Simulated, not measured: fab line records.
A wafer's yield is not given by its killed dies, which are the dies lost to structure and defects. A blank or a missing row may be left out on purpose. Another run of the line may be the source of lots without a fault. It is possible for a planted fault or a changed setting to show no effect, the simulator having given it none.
Chamber matching | flow nand harc | pecvd-02 running NHARC_A_BONDPAD_DEP_00: 3 sister chambers
The step deposits SiCN, target thk 250 nm. 6 wafers are shown with their chamber, then 8 later ones without.

## WAFERS WITH THEIR CHAMBER
wafer  | chamber | heater power w (W)
L730.5 | 2       | 573
L738.5 | 0       | 627
L741.1 | 0       | 658
L741.3 | 1       | 502
L741.5 | 1       | 392
L747.2 | 2       | 670

## WAFERS WITHOUT THEIR CHAMBER
wafer  | heater power w (W)
L747.4 | 433
L747.5 | 724
L749.1 | 501
L749.2 | 683
L749.3 | 686
L750.3 | 674
L750.4 | 426
L750.6 | 703

## WHICH CHAMBER EACH WENT THROUGH
wafer  | from the rows above          | in truth
L747.4 | 1                            | 1
L747.5 | can't be placed: 0 or 2      | 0
L749.1 | can't be placed: 1 or 2 or 0 | 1
L749.2 | can't be placed: 0 or 2      | 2
L749.3 | can't be placed: 0 or 2      | 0
L750.3 | can't be placed: 0 or 2      | 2
L750.4 | 1                            | 1
L750.6 | can't be placed: 0 or 2      | 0
Placed correctly: 2 of 8. These rows do not allow placing 6 (true chamber among the candidates in 6). Placed wrongly: 0.
How it was worked out, from the rows above alone: a wafer's distance from a chamber is the root of the sum, over the readings, of the square of ((its reading less the chamber's mean) divided by the reading's scatter). The wafer belongs to the nearest chamber; if the next one is less than 2 further off, it can't be placed. Each chamber's mean is taken over the wafers shown for it. The scatter: the root of (the sum of the squares of (reading less its chamber's mean) over the shown wafers, divided by (wafers less chambers)).
